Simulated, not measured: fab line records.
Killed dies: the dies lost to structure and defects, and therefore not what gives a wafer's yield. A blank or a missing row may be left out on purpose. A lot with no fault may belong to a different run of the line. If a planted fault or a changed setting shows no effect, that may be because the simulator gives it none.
fab line records + flow n5-finfet
record:
- lots: 11
- wafers: 32
- last-day: 17
route steps=1938 shown BEOL_M5@1151
lots with no fault: from the same line, run without faults
start-h: the number of hours between the record's first day and the start of the first shown wafer of the lot + wait-h: hours elapsed since this lot's preceding step + " the same as in the row above + L1.1+2: a row that stands for several wafers + - value missing, or start not given + * or withheld: withheld + < > ~ a bound
route shown NAME@n: a module of which the file shows steps, and the number in the route of the first + usual: the fault-free wafers' mean and standard deviation + same: alike in all rows + chamber/n: place in a boat + sites: each site's reading + _std_site: standard deviation of those values + _edge_site: inner sites' mean taken away from outer sites' mean + radius-mm: for every site, how far away it sits from the centre of the wafer + mask NAME#n: copy n + behind: the tool/chamber that last shaped the wafer + hold: cause of the lot's hold/its duration in hours/its outcome + device: the transistor (n, p or np) that didn't switch + end of line: tests of these same wafers at the route's end + a step with no rows: only its recipe + killed: count of dies lost to structure and defects at first sort (not the wafer's yield) + map: dies across one wafer; x = killed, . = not, _ = none there
set.NAME: the setting that was run; set.NAME@STEP: the one run at that earlier step + model.NAME: the simulator's own value behind a step, which no gauge read
the route's steps for a sample of lots (tables are steps, rows are wafers)
services: when a tool's chamber went out of use (start-h, in hours from the record's first day, below 0 if earlier), for how many hours, and the reason
== steps ==
step: N5_BEOL_M5_DESCUM_33
recipe:
- chemistry: O2
- time-s: 7
- source-power-w: 50
- bias-power-w: 20
- pressure-mtorr: 20
- rf-frequency-hz: 2.712e+07
- temp-c: 40
- resist: CAR-EUV
- o2-flow-sccm: 225
usual:
- drypump-motor-current-A: 5.7/0.62
- oes-product-au: 0.79/0.066
- rf-vpp-V: 243.0/1.1
- showerhead-plenum-p-Torr: 2.10/0.047
- throttle-valve-pct: 20.39/0.2
| lot.wafer | tool        | chamber | start-h | wait-h | drypump-motor-current-A | oes-product-au | rf-hours-counter-h | rf-vpp-V | showerhead-plenum-p-Torr | throttle-valve-pct |
|-----------|-------------|---------|---------|--------|-------------------------|----------------|--------------------|----------|--------------------------|--------------------|
| L276.2    | rie-diel-03 | 1       | 169.40  | 0.0    | 4.8                     | 0.90           | 13                 | 245.4    | 2.15                     | 20.19              |
| L276.3    | "           | 3       | "       | "      | 6.6                     | 0.83           | 84                 | 243.7    | 2.12                     | 20.26              |
| L276.4    | "           | 2       | "       | "      | 5.7                     | 0.70           | 229                | 244.7    | 2.17                     | 20.55              |
| L278.3    | rie-diel-03 | 1       | 173.88  | 0.0    | 4.8                     | 0.91           | 14                 | 243.7    | 2.14                     | 20.18              |
| L278.4    | "           | 3       | "       | "      | 6.6                     | 0.83           | 85                 | 243.4    | 2.12                     | 20.27              |
| L278.6    | "           | 2       | "       | "      | 5.7                     | 0.70           | -                  | 243.5    | 2.17                     | 20.55              |
| L277.1    | rie-diel-03 | 2       | 177.79  | 0.0    | 5.7                     | 0.70           | 231                | 242.3    | 2.17                     | 20.57              |
| L277.5    | "           | 0       | "       | "      | 5.3                     | 0.83           | -                  | 243.1    | 2.05                     | 20.47              |
| L279.3    | rie-diel-02 | 2       | 199.35  | 0.0    | 6.4                     | 0.70           | 170                | 243.2    | 2.12                     | 20.76              |
| L279.4    | "           | 0       | "       | "      | 5.4                     | 0.87           | 54                 | 240.8    | 2.07                     | 20.09              |
| L279.6    | "           | 3       | "       | "      | 5.4                     | 0.75           | -                  | 242.9    | 2.09                     | 20.65              |
| L281.2    | rie-diel-03 | 3       | 200.38  | 0.0    | 6.7                     | 0.82           | 96                 | 242.5    | 2.12                     | 20.28              |
| L281.4    | "           | 3       | "       | "      | 6.7                     | 0.82           | -                  | 244.4    | 2.12                     | 20.28              |
| L281.6    | "           | 3       | "       | "      | 6.6                     | 0.82           | -                  | 242.6    | 2.12                     | 20.29              |
| L283.1    | rie-diel-03 | 2       | 217.78  | 0.0    | 5.7                     | 0.69           | 237                | 244.4    | 2.17                     | 20.56              |
| L283.2    | "           | 0       | "       | "      | 5.3                     | 0.82           | 90                 | 242.7    | 2.04                     | 20.51              |
| L283.5    | "           | 1       | "       | "      | 4.8                     | 0.89           | -                  | 243.1    | 2.14                     | 20.21              |
| L290.2    | rie-diel-03 | 2       | 252.24  | 0.8    | 5.7                     | 0.69           | 247                | 243.6    | 2.16                     | 20.60              |
| L290.4    | "           | 3       | "       | "      | 6.7                     | 0.80           | 110                | 243.2    | 2.11                     | 20.30              |
| L290.6    | "           | 3       | "       | "      | 6.6                     | 0.79           | -                  | 244.5    | 2.11                     | 20.30              |
| L295.2    | rie-diel-05 | 3       | 289.94  | 1.0    | 6.4                     | 0.79           | 118                | 241.8    | 2.04                     | 20.80              |
| L295.4    | "           | 3       | "       | "      | 6.4                     | 0.80           | -                  | 242.0    | 2.04                     | 20.79              |
| L295.5    | "           | 2       | "       | "      | 5.9                     | 0.78           | -                  | 244.1    | 2.11                     | 20.31              |
| L297.1    | rie-diel-03 | 0       | 294.38  | 0.0    | 5.3                     | 0.79           | 115                | 241.6    | 2.03                     | 20.54              |
| L297.4    | "           | 1       | "       | "      | 4.8                     | 0.86           | 53                 | 243.2    | 2.13                     | 20.25              |
| L297.5    | "           | 3       | "       | "      | 6.7                     | 0.78           | -                  | 243.7    | 2.11                     | 20.33              |
| L296.1    | rie-diel-03 | 3       | 298.23  | 0.0    | 6.6                     | 0.78           | 125                | 243.7    | 2.11                     | 20.33              |
| L296.2    | "           | 2       | "       | "      | 5.8                     | 0.96           | 4                  | 243.3    | 2.16                     | 20.18              |
| L296.4    | "           | 1       | "       | "      | 4.8                     | 0.85           | 54                 | 243.8    | 2.13                     | 20.25              |
| L298.1    | rie-diel-05 | 0       | 312.24  | 0.0    | 5.8                     | 0.95           | 6                  | 241.7    | 2.03                     | 19.91              |
| L298.2    | "           | 2       | "       | "      | 5.8                     | 0.77           | 144                | 241.8    | 2.11                     | 20.31              |
| L298.3    | "           | 3       | "       | "      | 6.4                     | 0.78           | 126                | 241.9    | 2.04                     | 20.81              |
step: N5_BEOL_M5_ETCH_68
recipe:
- chemistry: N2/H2
- target: SOC
- target-depth-a: 800
- overetch-a: 160
- mask-material: SiARC
- temp-c: 40
- time-s: 120
- ion-energy-ev: 200
- pressure-mtorr: 30
- source-w: 840
- bias-w: 150
- n2-flow-sccm: 200
- h2-flow-sccm: 200
usual:
- bias-w: 150.0/0.47
- drypump-motor-current-A: 5.7/0.62
- oes-product-au: 0.61/0.048
- rf-vpp-V: 523.7/2
- showerhead-plenum-p-Torr: 2.54/0.056
- throttle-valve-pct: 17.75/0.2
| lot.wafer | tool        | chamber | start-h | wait-h | bias-w | drypump-motor-current-A | oes-product-au | rf-hours-counter-h | rf-vpp-V | showerhead-plenum-p-Torr | throttle-valve-pct |
|-----------|-------------|---------|---------|--------|--------|-------------------------|----------------|--------------------|----------|--------------------------|--------------------|
| L276.2    | rie-diel-03 | 1       | 169.48  | 0.0    | 150.0  | 4.8                     | 0.70           | 13                 | 526.7    | 2.61                     | 17.61              |
| L276.3    | "           | 3       | "       | "      | 149.8  | 6.7                     | 0.62           | 84                 | 524.2    | 2.57                     | 17.65              |
| L276.4    | "           | 2       | "       | "      | 149.7  | 5.7                     | 0.54           | 229                | 525.4    | 2.61                     | 17.82              |
| L278.3    | rie-diel-03 | 1       | 173.96  | 0.0    | 150.5  | 4.8                     | 0.70           | 14                 | 525.5    | 2.61                     | 17.60              |
| L278.4    | "           | 3       | "       | "      | 150.2  | 6.6                     | 0.62           | 85                 | 523.9    | 2.57                     | 17.65              |
| L278.6    | "           | 2       | "       | "      | 150.3  | 5.7                     | 0.53           | -                  | 526.3    | 2.61                     | 17.83              |
| L277.1    | rie-diel-03 | 2       | 177.87  | 0.0    | 149.6  | 5.7                     | 0.54           | 231                | 526.1    | 2.60                     | 17.82              |
| L277.5    | "           | 0       | "       | "      | 150.1  | 5.3                     | 0.65           | -                  | 521.4    | 2.47                     | 17.78              |
| L279.3    | rie-diel-02 | 2       | 199.43  | 0.0    | 149.8  | 6.5                     | 0.55           | 170                | 524.2    | 2.52                     | 17.86              |
| L279.4    | "           | 0       | "       | "      | 149.6  | 5.4                     | 0.66           | 54                 | 521.0    | 2.50                     | 17.44              |
| L279.6    | "           | 3       | "       | "      | 150.6  | 5.4                     | 0.57           | -                  | 521.7    | 2.56                     | 18.24              |
| L281.2    | rie-diel-03 | 3       | 200.50  | 0.0    | 150.6  | 6.6                     | 0.62           | 96                 | 524.8    | 2.57                     | 17.68              |
| L281.4    | "           | 3       | "       | "      | 150.8  | 6.7                     | 0.62           | -                  | 523.3    | 2.57                     | 17.67              |
| L281.6    | "           | 3       | "       | "      | 150.5  | 6.6                     | 0.62           | -                  | 524.9    | 2.57                     | 17.68              |
| L283.1    | rie-diel-03 | 2       | 217.86  | 0.0    | 150.4  | 5.7                     | 0.53           | 237                | 524.6    | 2.60                     | 17.84              |
| L283.2    | "           | 0       | "       | "      | 150.4  | 5.3                     | 0.63           | 90                 | 521.0    | 2.47                     | 17.81              |
| L283.5    | "           | 1       | "       | "      | 150.2  | 4.8                     | 0.67           | -                  | 524.1    | 2.60                     | 17.62              |
| L290.2    | rie-diel-03 | 2       | 252.32  | 0.0    | 149.8  | 5.7                     | 0.53           | 247                | 525.8    | 2.60                     | 17.85              |
| L290.4    | "           | 3       | "       | "      | 150.2  | 6.6                     | 0.60           | 110                | 524.3    | 2.56                     | 17.69              |
| L290.6    | "           | 3       | "       | "      | 149.4  | 6.6                     | 0.61           | -                  | 523.8    | 2.56                     | 17.69              |
| L295.2    | rie-diel-05 | 3       | 290.02  | 0.0    | 149.2  | 6.4                     | 0.61           | 118                | 523.2    | 2.47                     | 18.20              |
| L295.4    | "           | 3       | "       | "      | 149.3  | 6.4                     | 0.60           | -                  | 521.9    | 2.47                     | 18.20              |
| L295.5    | "           | 2       | "       | "      | 149.9  | 5.8                     | 0.60           | -                  | 524.5    | 2.53                     | 17.51              |
| L297.1    | rie-diel-03 | 0       | 294.46  | 0.0    | 149.9  | 5.3                     | 0.61           | 115                | 522.0    | 2.46                     | 17.86              |
| L297.4    | "           | 1       | "       | "      | 150.2  | 4.8                     | 0.64           | 53                 | 525.0    | 2.59                     | 17.66              |
| L297.5    | "           | 3       | "       | "      | 150.6  | 6.6                     | 0.59           | -                  | 525.2    | 2.55                     | 17.70              |
| L296.1    | rie-diel-03 | 3       | 298.31  | 0.0    | 149.8  | 6.6                     | 0.59           | 125                | 523.7    | 2.55                     | 17.73              |
| L296.2    | "           | 2       | "       | "      | 150.2  | 5.7                     | 0.73           | 4                  | 525.3    | 2.59                     | 17.41              |
| L296.4    | "           | 1       | "       | "      | 150.0  | 4.8                     | 0.64           | 54                 | 526.1    | 2.59                     | 17.67              |
| L298.1    | rie-diel-05 | 0       | 312.32  | 0.0    | 150.0  | 5.8                     | 0.72           | 6                  | 521.5    | 2.49                     | 17.52              |
| L298.2    | "           | 2       | "       | "      | 149.9  | 5.9                     | 0.59           | 144                | 523.2    | 2.53                     | 17.51              |
| L298.3    | "           | 3       | "       | "      | 149.5  | 6.4                     | 0.59           | 126                | 521.0    | 2.46                     | 18.22              |
step: N5_BEOL_M5_CVD_47
recipe:
- material: Co
- target-thk-a: 30
- temp-c: withheld
- precursor: CCTBA/H2
- pressure-torr: 30
- time-s: 216
usual:
- run-length-s: 238.8/0.38
| lot.wafer | tool      | chamber | start-h | wait-h | run-length-s |
|-----------|-----------|---------|---------|--------|--------------|
| L276.2    | cvd-co-01 | 1       | 171.56  | 0.3    | 239.0        |
| L276.3    | "         | 2       | "       | "      | 238.2        |
| L276.4    | "         | 0       | "       | "      | 238.7        |
| L278.3    | cvd-co-02 | 0       | 175.40  | 0.1    | 238.4        |
| L278.4    | "         | 1       | "       | "      | 239.7        |
| L278.6    | "         | 0       | "       | "      | 238.5        |
| L277.1    | cvd-co-01 | 2       | 179.57  | 0.0    | 238.1        |
| L277.5    | "         | 1       | "       | "      | 238.6        |
| L279.3    | cvd-co-02 | 1       | 202.25  | 0.1    | 239.1        |
| L279.4    | "         | 0       | "       | "      | 238.5        |
| L279.6    | "         | 2       | "       | "      | 239.3        |
| L281.2    | cvd-co-02 | 2       | 203.23  | 0.0    | 239.0        |
| L281.4    | "         | 0       | "       | "      | 239.0        |
| L281.6    | "         | 2       | "       | "      | 239.2        |
| L283.1    | cvd-co-02 | 2       | 220.29  | 0.2    | 239.1        |
| L283.2    | "         | 1       | "       | "      | 238.8        |
| L283.5    | "         | 0       | "       | "      | 238.3        |
| L290.2    | cvd-co-01 | 2       | 253.69  | 0.0    | 238.1        |
| L290.4    | "         | 1       | "       | "      | 235.7        |
| L290.6    | "         | 0       | "       | "      | 238.5        |
| L295.2    | cvd-co-02 | 2       | 292.89  | 0.0    | 238.6        |
| L295.4    | "         | 0       | "       | "      | 238.9        |
| L295.5    | "         | 1       | "       | "      | 239.3        |
| L297.1    | cvd-co-02 | 0       | 295.97  | 0.3    | 238.5        |
| L297.4    | "         | 1       | "       | "      | 239.0        |
| L297.5    | "         | 2       | "       | "      | 239.0        |
| L296.1    | cvd-co-02 | 1       | 300.02  | 0.2    | 239.2        |
| L296.2    | "         | 2       | "       | "      | 238.7        |
| L296.4    | "         | 1       | "       | "      | 239.2        |
| L298.1    | cvd-co-02 | 1       | 313.79  | 0.1    | 239.5        |
| L298.2    | "         | 0       | "       | "      | 238.9        |
| L298.3    | "         | 2       | "       | "      | 239.5        |
step: N5_BEOL_M5_SPUTTER_81
recipe:
- material: Cu
- target-thk-a: 150
- temp-c: -20
- chamber-pressure-pa: 0.07
- power-w: withheld
- time-s: 27.62
usual:
- chuck-gas-flow-sccm: 1.26/0.052
- throttle-valve-pct: 29.8/1.1
| lot.wafer | tool           | chamber | start-h | wait-h | chuck-gas-flow-sccm | throttle-valve-pct |
|-----------|----------------|---------|---------|--------|---------------------|--------------------|
| L276.2    | pvd-sputter-03 | -       | 172.85  | 0.5    | 1.27                | 29.9               |
| L276.3    | "              | -       | "       | "      | 1.28                | 28.6               |
| L276.4    | "              | -       | "       | "      | 1.21                | 28.7               |
| L278.3    | pvd-sputter-02 | -       | 176.69  | 0.5    | 1.33                | 32.3               |
| L278.4    | "              | -       | "       | "      | 1.29                | 27.9               |
| L278.6    | "              | -       | "       | "      | 1.31                | 27.8               |
| L277.1    | pvd-sputter-03 | -       | 181.04  | 0.5    | 1.36                | 30.3               |
| L277.5    | "              | -       | "       | "      | 1.32                | 30.3               |
| L279.3    | pvd-sputter-01 | -       | 203.52  | 0.5    | 1.28                | 29.0               |
| L279.4    | "              | -       | "       | "      | 1.35                | 30.8               |
| L279.6    | "              | -       | "       | "      | 1.17                | 31.2               |
| L281.2    | pvd-sputter-03 | -       | 204.50  | 0.5    | 1.28                | 30.0               |
| L281.4    | "              | -       | "       | "      | 1.24                | 28.2               |
| L281.6    | "              | -       | "       | "      | 1.23                | 29.5               |
| L283.1    | pvd-sputter-01 | -       | 221.86  | 0.5    | 1.18                | 30.7               |
| L283.2    | "              | -       | "       | "      | 1.32                | 28.8               |
| L283.5    | "              | -       | "       | "      | 1.26                | 29.5               |
| L290.2    | pvd-sputter-03 | -       | 255.00  | 0.5    | 1.31                | 30.1               |
| L290.4    | "              | -       | "       | "      | 1.27                | 28.8               |
| L290.6    | "              | -       | "       | "      | 1.22                | 30.0               |
| L295.2    | pvd-sputter-03 | -       | 294.24  | 0.5    | 1.36                | 30.0               |
| L295.4    | "              | -       | "       | "      | 1.29                | 30.1               |
| L295.5    | "              | -       | "       | "      | 1.23                | 30.0               |
| L297.1    | pvd-sputter-02 | -       | 297.24  | 0.5    | 1.33                | 29.5               |
| L297.4    | "              | -       | "       | "      | 1.25                | 30.6               |
| L297.5    | "              | -       | "       | "      | 1.23                | 27.5               |
| L296.1    | pvd-sputter-01 | -       | 301.29  | 0.5    | 1.23                | 29.0               |
| L296.2    | "              | -       | "       | "      | 1.19                | 30.7               |
| L296.4    | "              | -       | "       | "      | 1.21                | 29.1               |
| L298.1    | pvd-sputter-01 | -       | 315.43  | 0.5    | 1.36                | 29.6               |
| L298.2    | "              | -       | "       | "      | 1.29                | 30.8               |
| L298.3    | "              | -       | "       | "      | 1.24                | 30.6               |
== services ==
| tool           | chamber | start-h | hours | kind                          |
|----------------|---------|---------|-------|-------------------------------|
| pvd-sputter-01 | -       | 150.27  | 1.8   | repair                        |
| cvd-co-02      | -       | 150.64  | 1.2   | repair                        |
| rie-diel-05    | -       | 159.80  | 1.1   | repair                        |
| rie-diel-03    | 2       | 189.48  | 14.7  | repair                        |
| cvd-co-02      | -       | 198.93  | 0.9   | repair                        |
| rie-diel-02    | -       | 249.58  | 2.8   | pm                            |
| cvd-co-01      | 1       | 260.15  | 4.1   | repair                        |
| rie-diel-03    | 2       | 261.75  | -     | clean                         |
| rie-diel-03    | 2       | 261.75  | -     | consumable-replace:focus-ring |
| rie-diel-03    | 2       | 261.75  | 24.2  | scheduled-down                |
| rie-diel-03    | 2       | 261.75  | 24.2  | vent-cycle                    |
| rie-diel-05    | 0       | 269.66  | -     | clean                         |
| rie-diel-05    | 0       | 269.66  | -     | consumable-replace:focus-ring |
| rie-diel-05    | 0       | 269.66  | 24.8  | scheduled-down                |
| rie-diel-05    | 0       | 269.66  | 24.8  | vent-cycle                    |
== key ==
first-sign:
- step: N5_BEOL_M5_CVD_47
- reading: run-length-s
- direction: down
- sigmas: 7.9
- usual: *
- struck: *
effect none on later readings
met-at N5_BEOL_M5_CVD_47
struck-lots L290
struck-wafers L290.4
not-acting-at N5_BEOL_M5_DESCUM_33,N5_BEOL_M5_ETCH_68,N5_BEOL_M5_SPUTTER_81
onset-between 179.57 253.69
fault:
- kind: process-parameter-drift
- tool: cvd-co-01
- chamber: -
- onset-h: 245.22
- steps: N5_BEOL_M5_CVD_47
- channel: time-s
- offset: *
- shape: step
- end-h: 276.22
- scope: struck-wafers-only
- acts-in: *
- stated: *
